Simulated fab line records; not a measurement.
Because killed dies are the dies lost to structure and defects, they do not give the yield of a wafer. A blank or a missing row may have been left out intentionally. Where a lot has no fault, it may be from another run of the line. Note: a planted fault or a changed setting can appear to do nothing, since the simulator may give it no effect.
fab line records -- flow nand_harc
record: lots: 24, wafers: 72, last_day: 34
route steps=1302 shown P_BONDPAD@377 A_ONON_D1@431 A_CHANNEL_HOLE_D1@463
lots that met no fault: from a run of the same line without faults
start_h: the number of hours between the record's first day and the start of the first shown wafer of the lot -- wait_h: hours from the lot's prior step to this one -- " as in the row above -- L1.1+2: one row covering several wafers at once -- - no value, or no start given -- * or withheld: withheld -- < > ~ a bound
route shown NAME@n: names a module that has steps shown in the file, with the first one's number in the route -- usual: mean/standard deviation taken from wafers without a fault -- same: alike in all rows -- chamber/n: place in a boat -- sites: readings site by site -- _std_site: standard deviation across them -- _edge_site: mean of outer sites minus mean of inner sites -- radius_mm: how far each site lies from the wafer's centre -- mask NAME#n: copy n -- behind: tool/chamber where the wafer was last shaped -- hold: cause of the lot's hold/its duration in hours/its outcome -- device: the n, p or np transistor that did not switch -- end of line: tests of these same wafers at the route's end -- step lacking rows: just its recipe -- killed: at the first sort, the dies lost to defects and structure; wafer yield is something else -- map: a wafer's dies, x killed, . not, _ none there
set.NAME: the setting the step ran with; set.NAME@STEP: the setting that earlier step ran with -- model.NAME: the simulator's own value behind a step, which no gauge read
the route's steps for a sample of lots (tables are steps, rows are wafers)
services: the hour from which a tool's chamber was out of use, counted from the record's first day as start_h (under 0 if before that day), plus the number of hours and why
== steps ==
step: NHARC_P_BONDPAD_PVD_27
recipe: target_thk_a: 300, chamber_pressure_pa: 5, power_w: 5000, substrate_temp_c: 30, time_s: 20.49, material: Cu
usual: throttle_valve_pct: 29.8/1
lot.wafer,tool,chamber,start_h,wait_h,throttle_valve_pct
L074.3,pvd_sputter-02,-,-,-,29.1
L074.5,pvd_sputter-02,-,-,-,29.6
L074.6,pvd_sputter-02,-,-,-,29.4
L075.1,pvd_sputter-01,-,-,-,30.4
L075.2,pvd_sputter-01,-,-,-,29.8
L075.5,pvd_sputter-01,-,-,-,30.2
L076.2,pvd_sputter-01,-,-,-,29.8
L076.5,pvd_sputter-01,-,-,-,29.8
L076.6,pvd_sputter-01,-,-,-,29.8
L077.3,pvd_sputter-02,-,-,-,28.0
L077.2,pvd_sputter-02,-,-,-,31.0
L077.5,pvd_sputter-02,-,-,-,30.5
L078.1,pvd_sputter-02,-,-,-,28.0
L078.5,pvd_sputter-02,-,-,-,29.5
L078.6,pvd_sputter-02,-,-,-,28.3
L079.1,pvd_sputter-03,-,-,-,29.7
L079.6,pvd_sputter-03,-,-,-,31.0
L079.5,pvd_sputter-03,-,-,-,31.0
L080.3,pvd_sputter-01,-,-,-,30.1
L080.2,pvd_sputter-01,-,-,-,29.7
L080.5,pvd_sputter-01,-,-,-,30.2
L081.4,pvd_sputter-02,-,-,-,29.4
L081.2,pvd_sputter-02,-,-,-,28.1
L081.3,pvd_sputter-02,-,-,-,30.9
L082.4,pvd_sputter-02,-,-,-,29.5
L082.2,pvd_sputter-02,-,-,-,28.1
L082.1,pvd_sputter-02,-,-,-,30.8
L083.1,pvd_sputter-01,-,-,-,29.6
L083.3,pvd_sputter-01,-,-,-,30.1
L083.2,pvd_sputter-01,-,-,-,30.2
L084.1,pvd_sputter-02,-,-,-,29.7
L084.2,pvd_sputter-02,-,-,-,28.1
L084.6,pvd_sputter-02,-,-,-,29.7
L086.2,pvd_sputter-03,-,-,-,31.1
L086.1,pvd_sputter-03,-,-,-,29.7
L086.5,pvd_sputter-03,-,-,-,31.2
L085.3,pvd_sputter-03,-,-,-,30.9
L085.2,pvd_sputter-03,-,-,-,29.8
L085.6,pvd_sputter-03,-,-,-,28.9
L087.3,pvd_sputter-01,-,-,-,30.8
L087.1,pvd_sputter-01,-,-,-,30.4
L087.6,pvd_sputter-01,-,-,-,30.1
L089.2,pvd_sputter-03,-,-,-,30.9
L089.6,pvd_sputter-03,-,-,-,31.1
L089.5,pvd_sputter-03,-,-,-,30.7
L088.2,pvd_sputter-01,-,-,-,29.9
L088.3,pvd_sputter-01,-,-,-,30.0
L088.5,pvd_sputter-01,-,-,-,30.9
L090.2,pvd_sputter-01,-,-,-,29.6
L090.5,pvd_sputter-01,-,-,-,29.5
L090.6,pvd_sputter-01,-,-,-,29.8
L091.4,pvd_sputter-01,-,-,-,30.1
L091.2,pvd_sputter-01,-,-,-,30.1
L091.6,pvd_sputter-01,-,-,-,29.9
L092.2,pvd_sputter-03,-,-,-,31.3
L092.1,pvd_sputter-03,-,-,-,29.9
L092.4,pvd_sputter-03,-,-,-,28.9
L093.1,pvd_sputter-01,-,-,-,29.9
L093.4,pvd_sputter-01,-,-,-,30.2
L093.6,pvd_sputter-01,-,-,-,29.8
L094.1,pvd_sputter-02,-,-,-,31.1
L094.4,pvd_sputter-02,-,-,-,29.3
L094.5,pvd_sputter-02,-,-,-,27.5
L095.2,pvd_sputter-02,-,-,-,29.7
L095.5,pvd_sputter-02,-,-,-,28.5
L095.6,pvd_sputter-02,-,-,-,27.7
L096.1,pvd_sputter-02,-,-,-,27.5
L096.4,pvd_sputter-02,-,-,-,29.1
L096.3,pvd_sputter-02,-,-,-,28.6
L097.1,pvd_sputter-02,-,-,-,30.8
L097.2,pvd_sputter-02,-,-,-,28.7
L097.5,pvd_sputter-02,-,-,-,27.6
step: NHARC_P_BONDPAD_ANNEAL_28
recipe: temp_c: 225, time_s: 90
usual: wafer_temp_C_max: 225.97/0.23
lot.wafer,tool,chamber,start_h,wait_h,wafer_temp_C_max
L074.3,rtp_anneal-02,0,134.59,0.3,225.84
L074.5,rtp_anneal-02,0,134.59,0.3,225.81
L074.6,rtp_anneal-02,0,134.59,0.3,225.82
L075.1,rtp_anneal-02,0,148.08,-,226.35
L075.2,rtp_anneal-02,0,148.08,-,225.81
L075.5,rtp_anneal-02,0,148.08,-,226.20
L076.2,rtp_anneal-01,0,155.35,-,225.74
L076.5,rtp_anneal-01,0,155.35,-,225.85
L076.6,rtp_anneal-01,0,155.35,-,225.85
L077.2,rtp_anneal-02,0,166.73,-,225.74
L077.3,rtp_anneal-02,0,166.73,-,225.84
L077.5,rtp_anneal-02,0,166.73,-,225.67
L078.1,rtp_anneal-02,0,178.37,0.3,225.76
L078.5,rtp_anneal-02,0,178.37,0.3,225.83
L078.6,rtp_anneal-02,0,178.37,0.3,226.08
L079.1,rtp_anneal-02,0,190.55,0.3,225.67
L079.5,rtp_anneal-02,0,190.55,0.3,226.07
L079.6,rtp_anneal-02,0,190.55,0.3,226.05
L080.2,rtp_anneal-02,0,204.11,-,225.61
L080.3,rtp_anneal-02,0,204.11,-,226.05
L080.5,rtp_anneal-02,0,204.11,-,226.24
L081.2,rtp_anneal-01,0,204.67,-,226.04
L081.3,rtp_anneal-01,0,204.67,-,226.19
L081.4,rtp_anneal-01,0,204.67,-,226.13
L082.1,rtp_anneal-01,0,216.47,0.3,225.87
L082.2,rtp_anneal-01,0,216.47,0.3,225.73
L082.4,rtp_anneal-01,0,216.47,0.3,226.20
L083.1,rtp_anneal-01,0,228.61,0.3,226.54
L083.2,rtp_anneal-01,0,228.61,0.3,226.16
L083.3,rtp_anneal-01,0,228.61,0.3,225.87
L084.1,rtp_anneal-01,0,234.63,-,225.74
L084.2,rtp_anneal-01,0,234.63,-,225.74
L084.6,rtp_anneal-01,0,234.63,-,225.64
L086.1,rtp_anneal-02,0,248.22,0.3,226.01
L086.2,rtp_anneal-02,0,248.22,0.3,225.66
L086.5,rtp_anneal-02,0,248.22,0.3,225.59
L085.2,rtp_anneal-01,0,249.50,-,225.67
L085.3,rtp_anneal-01,0,249.50,-,226.29
L085.6,rtp_anneal-01,0,249.50,-,226.08
L087.1,rtp_anneal-01,0,270.22,-,225.72
L087.3,rtp_anneal-01,0,270.22,-,226.09
L087.6,rtp_anneal-01,0,270.22,-,226.06
L089.2,rtp_anneal-02,0,285.50,-,226.09
L089.5,rtp_anneal-02,0,285.50,-,225.92
L089.6,rtp_anneal-02,0,285.50,-,225.98
L088.2,rtp_anneal-01,0,288.89,0.4,225.85
L088.3,rtp_anneal-01,0,288.89,0.4,225.88
L088.5,rtp_anneal-01,0,288.89,0.4,226.09
L090.2,rtp_anneal-02,0,298.85,0.3,225.87
L090.5,rtp_anneal-02,0,298.85,0.3,225.78
L090.6,rtp_anneal-02,0,298.85,0.3,225.51
L091.2,rtp_anneal-01,0,302.96,-,225.84
L091.4,rtp_anneal-01,0,302.96,-,226.13
L091.6,rtp_anneal-01,0,302.96,-,226.34
L092.1,rtp_anneal-02,0,316.47,-,226.14
L092.2,rtp_anneal-02,0,316.47,-,226.04
L092.4,rtp_anneal-02,0,316.47,-,225.82
L093.1,rtp_anneal-01,0,329.23,0.3,225.53
L093.4,rtp_anneal-01,0,329.23,0.3,225.89
L093.6,rtp_anneal-01,0,329.23,0.3,225.83
L094.1,rtp_anneal-01,0,339.42,-,226.09
L094.4,rtp_anneal-01,0,339.42,-,226.02
L094.5,rtp_anneal-01,0,339.42,-,225.98
L095.2,rtp_anneal-01,0,340.71,-,225.90
L095.5,rtp_anneal-01,0,340.71,-,226.12
L095.6,rtp_anneal-01,0,340.71,-,225.66
L096.1,rtp_anneal-02,0,353.89,-,225.70
L096.3,rtp_anneal-02,0,353.89,-,225.77
L096.4,rtp_anneal-02,0,353.89,-,226.00
L097.1,rtp_anneal-01,0,362.07,0.3,225.76
L097.2,rtp_anneal-01,0,362.07,0.3,225.75
L097.5,rtp_anneal-01,0,362.07,0.3,225.70
step: NHARC_A_ONON_D1_THK_MEAS_11
recipe: thk_meas_gauge: ellipsometry
usual: thk_nm: 1000/9.4
lot.wafer,tool,chamber,start_h,wait_h,thk_nm
L074.3,film_metro-01,-,161.65,-,983
L074.5,film_metro-01,-,161.65,-,983
L074.6,film_metro-01,-,161.65,-,983
L075.1,film_metro-02,-,174.04,-,1004
L075.2,film_metro-02,-,174.04,-,1004
L075.5,film_metro-02,-,174.04,-,1002
L076.2,film_metro-01,-,183.03,-,1010
L076.5,film_metro-01,-,183.03,-,1012
L076.6,film_metro-01,-,183.03,-,1012
L077.2,film_metro-02,-,192.71,-,1014
L077.3,film_metro-02,-,192.71,-,1014
L077.5,film_metro-02,-,192.71,-,1013
L078.1,film_metro-01,-,206.46,-,1000
L078.5,film_metro-01,-,206.46,-,1000
L078.6,film_metro-01,-,206.46,-,1001
L079.1,film_metro-02,-,218.60,-,1002
L079.5,film_metro-02,-,218.60,-,1000
L079.6,film_metro-02,-,218.60,-,1002
L081.2,film_metro-02,-,232.42,-,1007
L081.3,film_metro-02,-,232.42,-,1008
L081.4,film_metro-02,-,232.42,-,1007
L080.2,film_metro-01,-,232.45,-,1001
L080.3,film_metro-01,-,232.45,-,1002
L080.5,film_metro-01,-,232.45,-,1001
L082.1,film_metro-01,-,242.83,-,990
L082.2,film_metro-01,-,242.83,-,990
L082.4,film_metro-01,-,242.83,-,988
L083.1,film_metro-02,-,255.95,-,998
L083.2,film_metro-02,-,255.95,-,999
L083.3,film_metro-02,-,255.95,-,998
L084.1,film_metro-01,-,260.90,-,991
L084.2,film_metro-01,-,260.90,-,993
L084.6,film_metro-01,-,260.90,-,989
L085.2,film_metro-02,-,274.96,-,1009
L085.3,film_metro-02,-,274.96,-,1010
L085.6,film_metro-02,-,274.96,-,1009
L086.1,film_metro-01,-,275.04,-,1006
L086.2,film_metro-01,-,275.04,-,1006
L086.5,film_metro-01,-,275.04,-,1006
L087.1,film_metro-01,-,296.55,-,1007
L087.3,film_metro-01,-,296.55,-,1007
L087.6,film_metro-01,-,296.55,-,1007
L088.2,film_metro-01,-,316.05,-,1001
L088.3,film_metro-01,-,316.05,-,1004
L088.5,film_metro-01,-,316.05,-,1001
L089.2,film_metro-01,-,316.09,-,990
L089.5,film_metro-01,-,316.09,-,992
L089.6,film_metro-01,-,316.09,-,993
L090.2,film_metro-02,-,325.49,-,1007
L090.5,film_metro-02,-,325.49,-,1009
L090.6,film_metro-02,-,325.49,-,1007
L091.2,film_metro-02,-,329.02,-,1006
L091.4,film_metro-02,-,329.02,-,1009
L091.6,film_metro-02,-,329.02,-,1006
L092.1,film_metro-01,-,346.23,-,1004
L092.2,film_metro-01,-,346.23,-,1003
L092.4,film_metro-01,-,346.23,-,1004
L093.1,film_metro-02,-,354.85,-,1007
L093.4,film_metro-02,-,354.85,-,1006
L093.6,film_metro-02,-,354.85,-,1007
L094.1,film_metro-01,-,365.21,-,996
L094.4,film_metro-01,-,365.21,-,997
L094.5,film_metro-01,-,365.21,-,996
L095.2,film_metro-01,-,365.29,-,1004
L095.5,film_metro-01,-,365.29,-,1004
L095.6,film_metro-01,-,365.29,-,1003
L096.1,film_metro-01,-,381.67,-,974
L096.3,film_metro-01,-,381.67,-,972
L096.4,film_metro-01,-,381.67,-,972
L097.1,film_metro-02,-,388.37,-,992
L097.2,film_metro-02,-,388.37,-,994
L097.5,film_metro-02,-,388.37,-,994
step: NHARC_A_ONON_D1_THK_MEAS_34
recipe: thk_meas_gauge: ellipsometry
usual: thk_nm: 199.7/2.5
lot.wafer,tool,chamber,start_h,wait_h,thk_nm
L074.3,film_metro-01,-,176.11,-,202.6
L074.5,film_metro-01,-,176.11,-,203.9
L074.6,film_metro-01,-,176.11,-,199.9
L075.1,film_metro-01,-,185.44,-,196.9
L075.2,film_metro-01,-,185.44,-,197.0
L075.5,film_metro-01,-,185.44,-,201.6
L076.2,film_metro-01,-,194.45,-,198.3
L076.5,film_metro-01,-,194.45,-,199.0
L076.6,film_metro-01,-,194.45,-,199.0
L077.2,film_metro-01,-,203.76,-,196.9
L077.3,film_metro-01,-,203.76,-,197.7
L077.5,film_metro-01,-,203.76,-,200.0
L078.1,film_metro-01,-,218.15,-,196.9
L078.5,film_metro-01,-,218.15,-,200.4
L078.6,film_metro-01,-,218.15,-,200.8
L079.1,film_metro-01,-,230.73,-,200.1
L079.5,film_metro-01,-,230.73,-,201.3
L079.6,film_metro-01,-,230.73,-,200.4
L080.2,film_metro-01,-,243.82,-,201.2
L080.3,film_metro-01,-,243.82,-,201.0
L080.5,film_metro-01,-,243.82,-,204.1
L081.2,film_metro-02,-,243.82,-,198.3
L081.3,film_metro-02,-,243.82,-,199.2
L081.4,film_metro-02,-,243.82,-,202.2
L082.1,film_metro-01,-,253.67,-,197.0
L082.2,film_metro-01,-,253.67,-,197.8
L082.4,film_metro-01,-,253.67,-,201.8
L083.1,film_metro-01,-,269.20,-,200.8
L083.2,film_metro-01,-,269.20,-,196.8
L083.3,film_metro-01,-,269.20,-,199.6
L084.1,film_metro-02,-,269.22,-,199.6
L084.2,film_metro-02,-,269.22,-,192.7
L084.6,film_metro-02,-,269.22,-,199.4
L086.1,film_metro-02,-,285.78,-,199.8
L086.2,film_metro-02,-,285.78,-,198.4
L086.5,film_metro-02,-,285.78,-,202.5
L085.2,film_metro-01,-,285.79,-,199.5
L085.3,film_metro-01,-,285.79,-,200.0
L085.6,film_metro-01,-,285.79,-,201.6
L087.1,film_metro-01,-,307.61,-,201.4
L087.3,film_metro-01,-,307.61,-,200.9
L087.6,film_metro-01,-,307.61,-,203.6
L088.2,film_metro-01,-,332.33,-,199.2
L088.3,film_metro-01,-,332.33,-,200.2
L088.5,film_metro-01,-,332.33,-,203.2
L089.2,film_metro-02,-,332.38,-,192.8
L089.5,film_metro-02,-,332.38,-,197.4
L089.6,film_metro-02,-,332.38,-,201.0
L090.2,film_metro-01,-,336.64,-,200.7
L090.5,film_metro-01,-,336.64,-,200.8
L090.6,film_metro-01,-,336.64,-,202.4
L091.2,film_metro-01,-,340.27,0.4,197.9
L091.4,film_metro-01,-,340.27,0.4,202.3
L091.6,film_metro-01,-,340.27,0.4,198.6
L092.1,film_metro-01,-,359.12,-,197.6
L092.2,film_metro-01,-,359.12,-,197.1
L092.4,film_metro-01,-,359.12,-,198.2
L093.1,film_metro-01,-,365.98,-,202.8
L093.4,film_metro-01,-,365.98,-,201.9
L093.6,film_metro-01,-,365.98,-,201.6
L095.2,film_metro-01,-,376.40,-,196.2
L095.5,film_metro-01,-,376.40,-,199.5
L095.6,film_metro-01,-,376.40,-,199.0
L094.1,film_metro-01,-,376.65,0.5,195.1
L094.4,film_metro-01,-,376.65,0.5,201.8
L094.5,film_metro-01,-,376.65,0.5,202.5
L096.1,film_metro-01,-,394.83,-,197.8
L096.3,film_metro-01,-,394.83,-,196.4
L096.4,film_metro-01,-,394.83,-,197.8
L097.1,film_metro-01,-,401.84,-,199.0
L097.2,film_metro-01,-,401.84,-,193.9
L097.5,film_metro-01,-,401.84,-,198.5
step: NHARC_A_CHANNEL_HOLE_D1_OVL_MEAS_11
usual: overlay_x_nm: 0.0/0.67, overlay_y_nm: 0.2/0.66
lot.wafer,tool,chamber,start_h,wait_h,overlay_x_nm,overlay_y_nm
L074.3,overlay-02,-,178.97,-,0.2,-0.7
L074.5,overlay-02,-,178.97,-,0.3,-0.2
L074.6,overlay-02,-,178.97,-,0.2,-0.3
L075.1,overlay-01,-,188.57,-,-0.6,1.0
L075.2,overlay-01,-,188.57,-,-0.7,0.7
L075.5,overlay-01,-,188.57,-,-0.2,0.8
L076.2,overlay-01,-,203.68,-,-0.9,-0.2
L076.5,overlay-01,-,203.68,-,-0.6,-0.8
L076.6,overlay-01,-,203.68,-,0.0,-0.3
L077.2,overlay-01,-,209.40,-,0.7,0.5
L077.3,overlay-01,-,209.40,-,0.7,-0.1
L077.5,overlay-01,-,209.40,-,0.5,0.5
L078.1,overlay-02,-,221.07,-,0.4,-0.2
L078.5,overlay-02,-,221.07,-,0.0,-0.2
L078.6,overlay-02,-,221.07,-,0.2,0.1
L079.1,overlay-02,-,233.61,-,0.1,1.7
L079.5,overlay-02,-,233.61,-,-0.1,1.4
L079.6,overlay-02,-,233.61,-,-0.3,0.9
L080.2,overlay-02,-,253.84,-,0.2,-0.2
L080.3,overlay-02,-,253.84,-,-0.2,-0.7
L080.5,overlay-02,-,253.84,-,-0.4,-1.1
L081.2,overlay-01,-,254.07,-,0.2,1.1
L081.3,overlay-01,-,254.07,-,0.2,0.5
L081.4,overlay-01,-,254.07,-,-0.1,0.7
L082.1,overlay-02,-,260.83,-,0.9,-0.2
L082.2,overlay-02,-,260.83,-,0.9,-0.4
L082.4,overlay-02,-,260.83,-,0.5,-1.0
L083.1,overlay-02,-,272.47,-,0.0,0.9
L083.2,overlay-02,-,272.47,-,0.1,0.4
L083.3,overlay-02,-,272.47,-,0.7,0.8
L084.1,overlay-01,-,274.39,-,-0.5,0.2
L084.2,overlay-01,-,274.39,-,-0.2,0.1
L084.6,overlay-01,-,274.39,-,0.0,-0.1
L086.1,overlay-01,-,288.53,-,-0.7,0.4
L086.2,overlay-01,-,288.53,-,-0.3,0.6
L086.5,overlay-01,-,288.53,-,0.1,0.2
L085.2,overlay-02,-,289.77,-,0.2,0.8
L085.3,overlay-02,-,289.77,-,-0.3,0.7
L085.6,overlay-02,-,289.77,-,0.4,0.8
L087.1,overlay-01,-,311.77,-,1.0,-0.8
L087.3,overlay-01,-,311.77,-,0.5,-1.1
L087.6,overlay-01,-,311.77,-,0.4,-0.8
L088.2,overlay-01,-,335.61,-,0.9,0.6
L088.3,overlay-01,-,335.61,-,0.7,0.0
L088.5,overlay-01,-,335.61,-,0.3,0.8
L089.2,overlay-02,-,336.59,-,-0.1,0.6
L089.5,overlay-02,-,336.59,-,-0.4,0.2
L089.6,overlay-02,-,336.59,-,0.1,0.3
L090.2,overlay-01,-,342.30,-,-0.2,0.0
L090.5,overlay-01,-,342.30,-,0.4,0.2
L090.6,overlay-01,-,342.30,-,-0.1,-0.1
L091.2,overlay-01,-,345.95,-,0.7,0.2
L091.4,overlay-01,-,345.95,-,1.2,0.2
L091.6,overlay-01,-,345.95,-,0.8,0.2
L092.1,overlay-02,-,363.67,-,-1.7,-0.8
L092.2,overlay-02,-,363.67,-,-2.2,-0.4
L092.4,overlay-02,-,363.67,-,-2.1,-0.6
L093.1,overlay-02,-,371.04,-,1.1,1.0
L093.4,overlay-02,-,371.04,-,0.8,1.8
L093.6,overlay-02,-,371.04,-,1.2,1.0
L095.2,overlay-01,-,386.34,-,1.2,-0.3
L095.5,overlay-01,-,386.34,-,0.4,0.3
L095.6,overlay-01,-,386.34,-,0.7,-0.2
L094.1,overlay-01,-,386.52,-,-0.2,-0.1
L094.4,overlay-01,-,386.52,-,-0.1,-1.2
L094.5,overlay-01,-,386.52,-,0.0,-0.4
L096.1,overlay-01,-,397.75,-,-0.5,0.9
L096.3,overlay-01,-,397.75,-,0.0,1.0
L096.4,overlay-01,-,397.75,-,0.3,1.0
L097.1,overlay-01,-,405.81,-,0.0,0.3
L097.2,overlay-01,-,405.81,-,-0.3,0.3
L097.5,overlay-01,-,405.81,-,-0.6,0.2
step: NHARC_A_CHANNEL_HOLE_D1_ETCH_16
recipe: target_depth_a: 31000, over_etch_frac: 0.3, time_s: 806, ion_energy_ev: 150, o2_flow_sccm: 400, cos_flow_sccm: 20, ar_flow_sccm: 0, rf_w: 500, bias_w: 300, chemistry: O2/COS
usual: cos_flow_sccm: 20.00/0.056, drypump_motor_current_A: 5.48/0.23, oes_product_au: 1.000/0.0089, rf_fwd_power_W: 499.3/1.5, rf_vpp_V: 312.9/1.9, showerhead_plenum_p_Torr: 3.04/0.12, throttle_valve_pct: 28.330/0.0078
lot.wafer,tool,chamber,start_h,wait_h,cos_flow_sccm,drypump_motor_current_A,oes_product_au,rf_fwd_power_W,rf_hours_counter_h,rf_vpp_V,showerhead_plenum_p_Torr,throttle_valve_pct
L074.3,rie_diel-06,2,-,-,19.98,5.58,1.000,498.0,2,313.8,3.13,28.327
L074.5,rie_diel-06,0,-,-,20.02,5.15,1.007,499.7,-,312.5,3.02,28.336
L074.6,rie_diel-06,1,-,-,19.97,5.41,1.006,502.0,-,309.8,2.92,28.328
L075.1,rie_diel-06,3,-,-,19.98,5.52,1.017,501.7,3,310.1,2.92,28.337
L075.2,rie_diel-06,0,-,-,19.95,5.17,1.001,497.5,4,312.2,3.02,28.336
L075.5,rie_diel-06,1,-,-,19.96,5.43,1.006,498.5,-,310.8,2.92,28.338
L076.2,rie_diel-06,2,-,-,20.01,5.58,0.996,499.2,5,312.7,3.13,28.333
L076.6,rie_diel-06,0,-,-,19.91,5.13,1.002,501.5,-,313.2,3.02,28.330
L076.5,rie_diel-06,1,-,-,20.07,5.42,1.001,500.9,-,310.9,2.91,28.335
L077.3,rie_diel-06,1,-,-,19.97,5.43,1.014,500.8,6,311.8,2.91,28.331
L077.2,rie_diel-06,2,-,-,19.96,5.57,1.008,498.4,6,315.0,3.12,28.325
L077.5,rie_diel-06,0,-,-,20.19,5.18,0.996,500.0,-,313.4,3.02,28.314
L078.1,rie_diel-01,0,-,-,20.04,5.38,0.985,499.7,4,316.1,3.17,28.330
L078.6,rie_diel-01,1,-,-,19.99,6.24,1.004,497.6,-,317.6,3.35,28.338
L078.5,rie_diel-01,2,-,-,19.97,6.00,1.007,497.7,-,316.7,3.34,28.330
L079.1,rie_diel-13,2,-,-,20.00,5.64,0.985,498.8,22,313.9,3.10,28.320
L079.5,rie_diel-13,3,-,-,19.98,5.70,1.011,500.3,-,313.7,3.09,28.313
L079.6,rie_diel-13,0,-,-,19.98,5.32,0.995,502.2,-,311.0,2.97,28.336
L080.2,rie_diel-06,3,-,-,19.91,5.50,1.007,498.3,7,311.4,2.91,28.322
L080.3,rie_diel-06,0,-,-,20.01,5.17,0.998,499.4,9,312.4,3.02,28.323
L080.5,rie_diel-06,2,-,-,19.99,5.59,1.001,499.4,-,314.4,3.12,28.322
L081.3,rie_diel-13,0,-,-,20.06,5.32,1.004,497.5,32,311.2,2.97,28.348
L081.4,rie_diel-13,1,-,-,20.01,5.55,0.983,499.1,32,313.0,3.05,28.318
L081.2,rie_diel-13,2,-,-,20.03,5.62,0.979,499.9,30,311.3,3.10,28.324
L082.2,rie_diel-06,1,-,-,19.95,5.45,1.008,497.9,10,310.5,2.91,28.339
L082.4,rie_diel-06,2,-,-,20.04,5.58,0.996,498.5,10,312.3,3.12,28.329
L082.1,rie_diel-06,0,-,-,20.10,5.16,0.996,499.2,10,311.3,3.02,28.334
L083.1,rie_diel-01,2,-,-,20.04,5.99,1.010,498.8,18,315.9,3.34,28.329
L083.3,rie_diel-01,3,-,-,19.92,5.06,0.998,500.0,19,313.8,3.11,28.323
L083.2,rie_diel-01,0,-,-,19.98,5.38,1.009,500.9,24,314.7,3.16,28.328
L084.1,rie_diel-13,0,-,-,19.92,5.29,0.998,498.7,42,310.3,2.96,28.321
L084.2,rie_diel-13,2,-,-,19.91,5.61,0.985,498.6,38,313.2,3.09,28.334
L084.6,rie_diel-13,0,-,-,19.90,5.30,1.008,501.8,-,311.4,2.96,28.331
L086.2,rie_diel-06,1,-,-,19.92,5.44,1.008,500.4,13,311.3,2.91,28.324
L086.1,rie_diel-06,2,-,-,19.88,5.58,0.994,499.1,12,313.8,3.12,28.341
L086.5,rie_diel-06,0,-,-,19.98,5.18,1.003,502.3,-,312.8,3.02,28.338
L085.2,rie_diel-06,1,-,-,20.06,5.44,1.015,500.4,13,310.2,2.91,28.325
L085.3,rie_diel-06,3,-,-,20.02,5.49,1.011,498.1,10,310.8,2.91,28.332
L085.6,rie_diel-06,2,-,-,19.99,5.57,0.996,498.9,-,315.6,3.12,28.336
L087.3,rie_diel-13,0,-,-,19.87,5.33,0.999,500.6,56,311.1,2.95,28.324
L087.1,rie_diel-13,1,-,-,19.92,5.56,0.998,500.6,55,312.2,3.04,28.330
L087.6,rie_diel-13,2,-,-,19.97,5.63,0.992,501.2,-,314.0,3.09,28.333
L088.2,rie_diel-06,1,-,-,19.97,5.42,0.995,499.6,2,312.0,2.91,28.334
L088.3,rie_diel-06,2,-,-,20.08,5.56,0.984,498.9,2,313.7,3.12,28.327
L088.5,rie_diel-06,1,-,-,20.04,5.38,0.983,499.9,-,312.3,2.91,28.320
L089.2,rie_diel-06,1,-,-,19.93,5.43,0.991,500.4,2,310.0,2.91,28.339
L089.5,rie_diel-06,1,-,-,20.01,5.45,0.988,499.8,-,311.5,2.91,28.343
L089.6,rie_diel-06,2,-,-,19.94,5.55,0.988,500.7,-,315.4,3.12,28.322
L090.2,rie_diel-06,2,-,-,19.97,5.57,0.986,497.7,3,314.1,3.12,28.320
L090.6,rie_diel-06,3,-,-,20.02,5.53,1.006,499.3,-,310.4,2.91,28.331
L090.5,rie_diel-06,0,-,-,20.08,5.18,0.987,496.5,-,312.5,3.02,28.323
L091.2,rie_diel-06,1,-,-,20.05,5.46,0.997,498.3,4,311.5,2.91,28.329
L091.4,rie_diel-06,0,-,-,20.04,5.13,0.988,500.7,3,312.3,3.02,28.319
L091.6,rie_diel-06,1,-,-,20.04,5.43,0.994,500.3,-,311.2,2.91,28.337
L092.2,rie_diel-06,2,-,-,19.93,5.55,1.001,498.7,6,315.4,3.12,28.325
L092.4,rie_diel-06,3,-,-,19.96,5.49,1.009,501.5,5,311.9,2.91,28.329
L092.1,rie_diel-06,0,-,-,20.03,5.17,1.004,500.3,5,311.6,3.01,28.334
L093.1,rie_diel-06,2,-,-,20.06,5.56,0.997,499.5,6,313.1,3.12,28.314
L093.4,rie_diel-06,0,-,-,20.01,5.15,0.990,500.6,6,312.3,3.02,28.338
L093.6,rie_diel-06,2,-,-,19.94,5.57,0.995,501.1,-,314.0,3.12,28.340
L095.2,rie_diel-06,3,-,-,20.02,5.48,0.998,500.0,7,312.3,2.91,28.327
L095.5,rie_diel-06,2,-,-,19.98,5.58,0.995,497.4,-,313.4,3.12,28.310
L095.6,rie_diel-06,3,-,-,19.96,5.47,1.015,496.9,-,309.7,2.91,28.333
L094.4,rie_diel-13,1,-,-,19.90,5.54,0.995,499.8,13,312.6,3.03,28.336
L094.1,rie_diel-13,2,-,-,20.06,5.62,1.010,498.4,6,313.3,3.08,28.330
L094.5,rie_diel-13,1,-,-,19.98,5.55,0.998,499.5,-,313.3,3.03,28.323
L096.1,rie_diel-01,2,-,-,19.98,5.97,1.010,496.1,3,317.1,3.32,28.322
L096.3,rie_diel-01,3,-,-,20.04,5.07,0.999,497.6,3,313.3,3.09,28.322
L096.4,rie_diel-01,0,-,-,20.02,5.36,1.000,499.9,-,315.5,3.14,28.329
L097.2,rie_diel-06,1,-,-,20.02,5.44,0.990,497.1,8,310.8,2.91,28.331
L097.1,rie_diel-06,2,-,-,19.94,5.60,0.997,496.9,9,313.5,3.12,28.340
L097.5,rie_diel-06,1,-,-,20.05,5.52,0.987,498.0,-,311.1,2.91,28.338
== services ==
tool,chamber,start_h,hours,kind
rie_diel-13,1,111.76,7.3,repair
pvd_sputter-03,-,114.56,2.0,repair
rie_diel-06,-,130.20,9.0,pm
pvd_sputter-01,-,158.82,4.2,repair
rie_diel-13,-,165.18,9.0,pm
pvd_sputter-03,-,170.02,10.0,pm
pvd_sputter-02,-,182.78,3.9,repair
rie_diel-13,2,185.22,1.9,repair
pvd_sputter-02,-,187.20,6.1,repair
pvd_sputter-03,-,225.75,2.8,repair
pvd_sputter-01,-,228.92,10.0,pm
pvd_sputter-02,-,261.18,5.4,repair
rie_diel-06,3,262.29,2.4,repair
pvd_sputter-02,-,282.00,10.0,pm
rie_diel-13,-,288.69,1.4,repair
rie_diel-06,2,298.93,3.7,repair
rie_diel-06,-,307.20,9.0,pm
pvd_sputter-01,-,320.58,4.4,repair
rie_diel-13,-,342.18,9.0,pm
pvd_sputter-03,-,348.02,10.0,pm
rtp_anneal-01,-,372.00,12.0,pm
pvd_sputter-02,-,388.05,3.5,repair
pvd_sputter-02,-,393.21,4.1,repair
rie_diel-06,-,396.98,0.8,repair
== key ==
fault none
